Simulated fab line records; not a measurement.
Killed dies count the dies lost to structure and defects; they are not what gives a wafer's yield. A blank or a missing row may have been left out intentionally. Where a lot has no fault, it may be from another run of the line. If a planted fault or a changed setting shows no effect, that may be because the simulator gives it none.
Matching of chambers	flow n5_finfet	4 sister chambers for N5_BEOL_M0_CMP_120 on cmp-02
The step polishes, stops on SiOC, t overpolish 6.9 s. 4 wafers are shown with their chamber, then 9 later ones without.

WAFERS, EACH WITH ITS CHAMBER
wafer	chamber	motor_current_A (A)
L082.6	0	6.6
L089.2	1	6.5
L089.4	2	6.0
L089.5	3	5.4

WAFERS MISSING THEIR CHAMBER
wafer	motor_current_A (A)
L092.1	6.8
L092.3	6.5
L092.4	5.9
L093.2	6.7
L093.4	5.7
L093.6	6.7
L096.1	5.8
L096.4	6.6
L096.6	6.8

WHICH CHAMBER EACH WENT THROUGH
wafer	from the rows above	in truth
L092.1	can't be placed: 0 or 1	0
L092.3	can't be placed: 1 or 0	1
L092.4	2	2
L093.2	can't be placed: 0 or 1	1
L093.4	can't be placed: 2 or 3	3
L093.6	can't be placed: 0 or 1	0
L096.1	can't be placed: 2 or 3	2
L096.4	can't be placed: 0 or 1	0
L096.6	can't be placed: 0 or 1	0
Correctly placed: 1 of 9. Cannot be placed on the basis of these rows: 8; the candidates contain the true chamber in 8. Placed wrongly: 0.
How it was worked out, from the rows above alone: a wafer's distance from a chamber is the root of the sum, over the readings, of the square of ((its reading less the chamber's mean) divided by the reading's scatter). The wafer belongs to the nearest chamber; if the next one is less than 2 further off, it can't be placed. The mean given for a chamber averages the wafers shown for that chamber. The scatter: with one shown wafer a chamber, the root of the mean of the squares of how far each hidden wafer lies from its nearest shown one.
